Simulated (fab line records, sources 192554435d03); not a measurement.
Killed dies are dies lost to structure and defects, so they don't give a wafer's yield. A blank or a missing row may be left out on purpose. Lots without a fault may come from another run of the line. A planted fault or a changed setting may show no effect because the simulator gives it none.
Chamber matching | flow n5_finfet | N5_BEOL_M5_CURE_80 on uv_cure-01: 3 sister chambers
The step cures SiCOH lowk, time 120 s. 22 wafers are shown with their chamber, then 11 later ones without.

WAFERS WITH THEIR CHAMBER
wafer  | chamber | wafer_temp_C_max | lamp_power_pct (%)
L074.3 | 2       | 372.3            | 52.34
L074.4 | 2       | 371.9            | 52.37
L074.5 | 2       | 372.5            | 52.31
L079.3 | 1       | 372.1            | 52.41
L079.4 | 1       | 372.1            | 52.37
L079.5 | 1       | 371.9            | 52.28
L082.2 | 2       | 372.7            | 52.35
L082.3 | 2       | 371.9            | 52.26
L082.6 | 2       | 371.7            | 52.27
L083.1 | 1       | 371.6            | 52.27
L083.4 | 1       | 371.6            | 52.28
L083.5 | 1       | 371.6            | 52.32
L084.1 | 0       | 371.1            | 52.29
L084.3 | 0       | 370.6            | 52.30
L084.6 | 0       | 370.9            | 52.27
L088.1 | 2       | 372.1            | 52.39
L088.4 | 2       | 371.7            | 52.37
L088.5 | 2       | 371.1            | 52.27
L087.1 | 0       | 370.6            | 52.34
L087.2 | 0       | 370.8            | 52.30
L087.3 | 0       | 370.7            | 52.34
L092.2 | 2       | 371.6            | 52.32

SIGNATURES (means of the wafers above)
reading          | chamber 0 | chamber 1 | chamber 2 | scatter within a chamber
wafer_temp_C_max | 370.783   | 371.817   | 371.950   | 0.361
lamp_power_pct   | 52.3067   | 52.3217   | 52.3250   | 0.0458
Rule: a wafer's distance from a chamber is the root of the sum, over the readings, of the square of ((its reading less the chamber's mean) divided by the reading's scatter). The wafer belongs to the nearest chamber; if the next one is less than 2 further off, it can't be placed. The scatter: the root of (the sum of the squares of (reading less its chamber's mean) over the shown wafers, divided by (wafers less chambers)).

WAFERS WITHOUT THEIR CHAMBER
wafer  | wafer_temp_C_max | lamp_power_pct (%)
L092.4 | 371.3            | 52.35
L092.5 | 372.3            | 52.28
L093.3 | 370.8            | 52.25
L093.5 | 370.9            | 52.29
L093.6 | 370.7            | 52.21
L095.1 | 372.1            | 52.35
L095.2 | 371.3            | 52.27
L095.4 | 372.1            | 52.31
L096.1 | 371.6            | 52.34
L096.5 | 371.5            | 52.39
L096.6 | 371.7            | 52.28

WHICH CHAMBER EACH WENT THROUGH
wafer  | from the rows above          | in truth
L092.4 | can't be placed: 1 or 0 or 2 | 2
L092.5 | can't be placed: 2 or 1      | 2
L093.3 | can't be placed: 0 or 1      | 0
L093.5 | 0                            | 0
L093.6 | can't be placed: 0 or 1      | 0
L095.1 | can't be placed: 2 or 1      | 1
L095.2 | can't be placed: 0 or 1 or 2 | 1
L095.4 | can't be placed: 2 or 1      | 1
L096.1 | can't be placed: 1 or 2 or 0 | 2
L096.5 | can't be placed: 1 or 2 or 0 | 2
L096.6 | can't be placed: 1 or 2 or 0 | 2
Placed correctly: 1 of 11. Can't be placed from these rows: 10 (the true chamber is among the candidates in 10). Placed wrongly: 0.
